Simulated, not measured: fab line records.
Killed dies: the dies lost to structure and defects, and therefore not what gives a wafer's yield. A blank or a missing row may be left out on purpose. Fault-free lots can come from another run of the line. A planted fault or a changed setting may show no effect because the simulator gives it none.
Which tool was responsible? ; flow n5Finfet ; Sampling: 11 lots, 33 wafers, 3 of 1938 route steps

== WHAT EACH GAUGE READ, for each wafer ==
N5_MIM_BOT_LITHO_OVL_MEAS_11.
lot;measured;on;MIM_BOT_OVL (nm)
L584;day 14 13:15;overlay-01;-4 2 -2
L585;day 15 04:47;overlay-01;-2 2 -1
L586;day 15 12:54;overlay-01;-4 4 -8
L587;day 16 18:21;overlay-01;12 11 5
L588;day 16 16:55;overlay-01;0 3 -2
L590;day 15 23:43;overlay-01;3 -2 0
L592;day 16 18:25;overlay-01;-6 5 -3
L599;day 19 06:27;overlay-02;-8 -7 -9
L600;day 18 18:16;overlay-01;13 -3 1
L602;day 19 09:34;overlay-02;0 -6 1
L605;day 20 12:26;overlay-01;-7 -5 -4

== WHICH TOOL RAN EACH LOT (tool, then ch and the chambers of the sampled wafers, then the start) ==
lot;N5_HKMG_FIN_ALD_72;N5_MIM_TOP_ETCH_ETCH_00
L584;cvdW-01 ch 0,1, day 4 12:34;rieMetal-02 ch 1, day 14 12:32
L585;cvdW-01 ch 0,1, day 4 18:35;rieMetal-01 ch 0,1, day 15 03:59
L586;cvdW-02 ch 0,1, day 5 03:35;rieMetal-03 ch 0,1, day 15 12:12
L587;cvdW-01 ch 0,1, day 5 11:35;rieMetal-02 ch 0, day 16 17:31
L588;cvdW-01 ch 0,1, day 5 17:36;rieMetal-02 ch 0,1, day 16 16:10
L590;cvdW-01 ch 0,1, day 6 09:23;rieMetal-03 ch 0,1, day 15 22:58
L592;cvdW-01 ch 0,1, day 6 14:08;rieMetal-02 ch 0,1, day 16 17:41
L599;cvdW-01 ch 0,1, day 8 04:33;rieMetal-03 ch 0, day 19 05:52
L600;cvdW-01 ch 0,1, day 8 10:28;rieMetal-01 ch 0,1, day 18 17:40
L602;cvdW-02 ch 0,1, day 8 22:19;rieMetal-02 ch 0,1, day 19 08:52
L605;cvdW-02 ch 0,1, day 9 18:20;rieMetal-03 ch 0, day 20 11:38
- N5_HKMG_FIN_ALD_72: deposits W, target thk 2 nm, pulse time 1 s, purge time 2 s.
- N5_MIM_TOP_ETCH_ETCH_00: etches TiN in Cl2/BCl3, target depth 38.5 nm.

== THE ANSWER, worked out from the rows above alone ==
Rule: the usual values come from the lots themselves. The widest of any qualifying gaps counts: lots, ordered by their means at a reading, are off when they make up no more than a third of the lots, leave a main group of 4 or more, and stand apart from it by 3 or more times the standard deviation of that group's means. The tables above print the reading to a certain number of digits; a main group whose means all agree to those digits is not used. Also off: a lot with no number at a reading for which 4 or more lots have one. All remaining lots with rows at the step are treated as sound.
None of the lots is off at any reading shown; this tells nothing.

== WHAT THE SIMULATOR PUT IN ==
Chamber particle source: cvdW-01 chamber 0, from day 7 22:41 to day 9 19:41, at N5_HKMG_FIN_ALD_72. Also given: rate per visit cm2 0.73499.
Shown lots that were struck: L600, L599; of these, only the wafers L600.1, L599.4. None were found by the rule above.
